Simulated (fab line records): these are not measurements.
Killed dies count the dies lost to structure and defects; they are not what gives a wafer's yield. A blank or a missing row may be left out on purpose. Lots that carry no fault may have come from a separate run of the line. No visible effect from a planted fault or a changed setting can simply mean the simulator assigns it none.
A struck lot beside a sound one | flow nandHarc | 41 out of 1302 route steps
Sound: these wafers, L462.1, L462.3, L462.4. The struck wafers were L450.1, L450.4, L450.6. The cause is given at the end.
For every step that has rows: the tool of each side, followed by ch and its chambers, followed by its first start. Under that, the readings that differ: sound wafers | struck wafers | difference of the means | sigmas: that difference in standard deviations of wafers without a fault.
alike: words and numbers the same on both sides, and readings whose means are apart by under 2 such deviations; not compared: readings that were withheld, readings missing a value for some wafer, numbers with overlapping values and no deviation given by the record, and bounds like >300 which may hide the same value.
A row with sigmas, a row that says differs or no value, or rows on one side alone: a step with any of these is where the two part. Numbers that have no deviation but don't overlap get no sigmas and don't part them. A reading that every wafer of one side lacks parts them only if that side has two wafers or more.

first, 4 steps without rows for these wafers: NHARC_A_CONTACT_EBR_04; NHARC_A_CONTACT_EXPOSE_05 (exposes mask A CC); NHARC_A_CONTACT_PEB_06 (peb time 65 s); NHARC_A_CONTACT_DEVELOP_07 (develop time 35 s).
NHARC_A_CONTACT_CD_MEAS_08: the cd target is 200 nm.
  sound on cdSem-02 ch 0, day 30 22:11; struck on cdSem-01 ch 0, day 25 17:50
  alike: cdNm
NHARC_A_CONTACT_OVL_MEAS_09:
  sound on overlay-02, day 30 22:17; struck on overlay-01, day 25 17:55
  alike: overlayXNm, overlayYNm
NHARC_A_CONTACT_INSPECT_10:
  sound on defectInspect-01, day 30 22:19; struck on defectInspect-02, day 25 17:58
  alike: rawDefectCount
then, 3 steps without rows for these wafers: NHARC_A_CONTACT_DESCUM_13 (chemistry O2, time 3 s); NHARC_A_CONTACT_ETCH_88 (etches the open film in CF4, target depth 39 nm, time 65 s); NHARC_A_CONTACT_ETCH_89 (etches the open film in N2/H2, target depth 260 nm, time 475.3 s).
NHARC_A_CONTACT_ETCH_30: etches the open film in CF4/CHF3, target depth 72.6 nm, time 36.3 s.
  sound: rieDiel-05 ch 0,2,3; struck: rieDiel-05 ch 0,1,2
reading             | sound             | struck            | difference | sigmas
oesProductAu (a.u.) | 0.922 0.929 0.911 | 0.979 0.981 0.947 | +0.048     | +2
  alike: drypumpMotorCurrentA, rfVppV, showerheadPlenumPTorr, throttleValvePct
  not compared: rfHoursCounterH
then, 1 step without rows for these wafers: NHARC_A_CONTACT_ETCH_31 (etches the open film in O2/COS, target depth 2800 nm, time 728 s).
NHARC_A_CONTACT_ETCH_134: etches the open film in C4F8/O2/Ar, time 140 s, target depth 700 nm.
  sound on harCapEtch-01 ch 0,1, day 30 23:29; struck on harCapEtch-03 ch 0,1, day 25 19:13
  alike: oesAirLineAu
  not compared: rfHoursCounterH
NHARC_A_CONTACT_ETCH_135: etches the open film in C4F8/O2/Ar, time 311 s, target depth 1912 nm.
  sound on harCapEtch-01 ch 0,1, day 30 23:41; struck on harCapEtch-03 ch 0,1, day 25 19:26
  alike: oesAirLineAu
  not compared: rfHoursCounterH
then, 5 steps without rows for these wafers: NHARC_A_CONTACT_ETCH_136 (etches the open film in C4F8/O2/Ar, time 311 s, target depth 1912 nm); NHARC_A_CONTACT_ETCH_137 (etches the open film in C4F8/O2/Ar, time 311 s, target depth 1912 nm); NHARC_A_CONTACT_ETCH_138 (etches the open film in C4F8/O2/Ar, time 311 s, target depth 1914 nm); NHARC_A_CONTACT_ETCH_139 (etches the open film in C4F8/O2/Ar, time 195 s, target depth 840 nm); NHARC_A_CONTACT_ETCH_92 (etches the open film in CH3F/O2, target depth 40 nm, time 85.7 s).
NHARC_A_CONTACT_ETCH_98: etches the open film in C4F6/O2, target depth 20 nm, time 10 s.
  sound: rieDiel-05 ch 0,1,3; struck: rieDiel-01 ch 0,1
  alike: drypumpMotorCurrentA, o2FlowSccm, oesProductAu, rfVppV, showerheadPlenumPTorr, throttleValvePct
  not compared: rfHoursCounterH
NHARC_A_CONTACT_CD_MEAS_15:
  sound on cdSem-01, day 31 01:36; struck on cdSem-03, day 25 21:15
  alike: cdNm
then, 7 steps without rows for these wafers: NHARC_A_CONTACT_STRIP_107 (strips in N2/H2); NHARC_A_CONTACT_STRIP_108 (strips in CF4/CHF3); NHARC_A_CONTACT_STRIP_109 (strips in O2/COS); NHARC_A_CONTACT_ETCH_110 (etches the open film in CF4/O2, target depth 60 nm, overetch 6 nm, time 33 s); NHARC_A_CONTACT_STRIP_26 (strips in O2); NHARC_A_CONTACT_STRIP_27 (strips in post etch residue remover, time 600 s); NHARC_A_CONTACT_ALD_18 (deposits TiN, target thk 3 nm, pulse time 1 s, ald cycles 150).
NHARC_A_CONTACT_CVD_19: deposits W, target thk 300 nm, time 802 s.
  sound: cvdW-01 ch 0,1; struck: cvdW-01 ch 0,1
  alike: heaterPowerW, throttleValvePct
NHARC_A_CONTACT_CMP_20: polishes, t overpolish 30 s, target thk 300 nm.
  sound on cmp-02 ch 1,2,3, day 31 03:59; struck on cmp-01 ch 0,1, day 25 23:17
  alike: motorCurrentA, overpolishRunS, slurryFilterDpKPa, slurryFlowMlMin, timeToEndpointS
then, 10 steps without rows for these wafers: NHARC_A_CONTACT_SRD_22; NHARC_A_BLC_DEHYDRATE_00 (time 120 s); NHARC_A_BLC_HMDS_01 (time 30 s); NHARC_A_BLC_COAT_02 (time 75 s); NHARC_A_BLC_COAT_03 (time 65 s); NHARC_A_BLC_COAT_04 (resist thk 90 nm); NHARC_A_BLC_SOFTBAKE_05 (time 55 s); NHARC_A_BLC_EBR_06; NHARC_A_BLC_EXPOSE_07 (exposes mask A BLC, target cd 100 nm); NHARC_A_BLC_PEB_08 (peb time 65 s).
NHARC_END_SORT_01:
  here the record holds rows for the struck wafers (prober-01 ch 0, day 27 22:58) but none for the sound ones

## WHERE THEY PART
First at NHARC_A_CONTACT_ETCH_30; last, within this record, at NHARC_END_SORT_01.

WHY: whatever the simulator had introduced
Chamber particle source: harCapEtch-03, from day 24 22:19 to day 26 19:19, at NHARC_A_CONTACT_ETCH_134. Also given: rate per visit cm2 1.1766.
